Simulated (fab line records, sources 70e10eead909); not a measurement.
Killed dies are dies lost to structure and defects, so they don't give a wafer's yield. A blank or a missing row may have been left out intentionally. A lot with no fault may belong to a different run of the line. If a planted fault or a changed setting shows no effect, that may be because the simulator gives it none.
Chamber matching	flow nand-harc	pecvd-03 running NHARC_P_CONTACT_DEP_30: 3 sister chambers
The step deposits SiNx, target thk 30 nm. 3 wafers are shown with their chamber, then 11 later ones without.

WAFERS WITH THEIR CHAMBER
wafer	chamber	heater-power-w (W)
L091.1	2	736
L091.3	1	825
L092.1	0	640

WAFERS WHOSE CHAMBER IS MISSING
wafer	heater-power-w (W)
L092.5	645
L092.6	667
L093.1	801
L093.3	842
L093.5	763
L095.1	818
L095.4	799
L095.5	778
L097.1	754
L097.4	738
L097.5	766

WHICH CHAMBER EACH ONE RAN IN
wafer	from the rows above	in truth
L092.5	0	0
L092.6	can't be placed: 0 or 2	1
L093.1	can't be placed: 1 or 2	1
L093.3	1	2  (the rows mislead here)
L093.5	can't be placed: 2 or 1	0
L095.1	1	1
L095.4	can't be placed: 1 or 2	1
L095.5	can't be placed: 2 or 1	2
L097.1	2	2
L097.4	2	2
L097.5	can't be placed: 2 or 1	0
Correctly placed: 4 of 11. Unplaceable from these rows: 6, with the true chamber sitting among the candidates in 3. Placed wrongly: 1.
How it was worked out, from the rows above alone: a wafer's distance from a chamber is the root of the sum, over the readings, of the square of ((its reading less the chamber's mean) divided by the reading's scatter). If the next closest chamber is less than 2 further off than the closest, the wafer can't be placed; otherwise it belongs to the closest. A chamber's mean is the mean of its shown wafers. The scatter: with one shown wafer a chamber, the root of the mean of the squares of how far each hidden wafer lies from its nearest shown one.
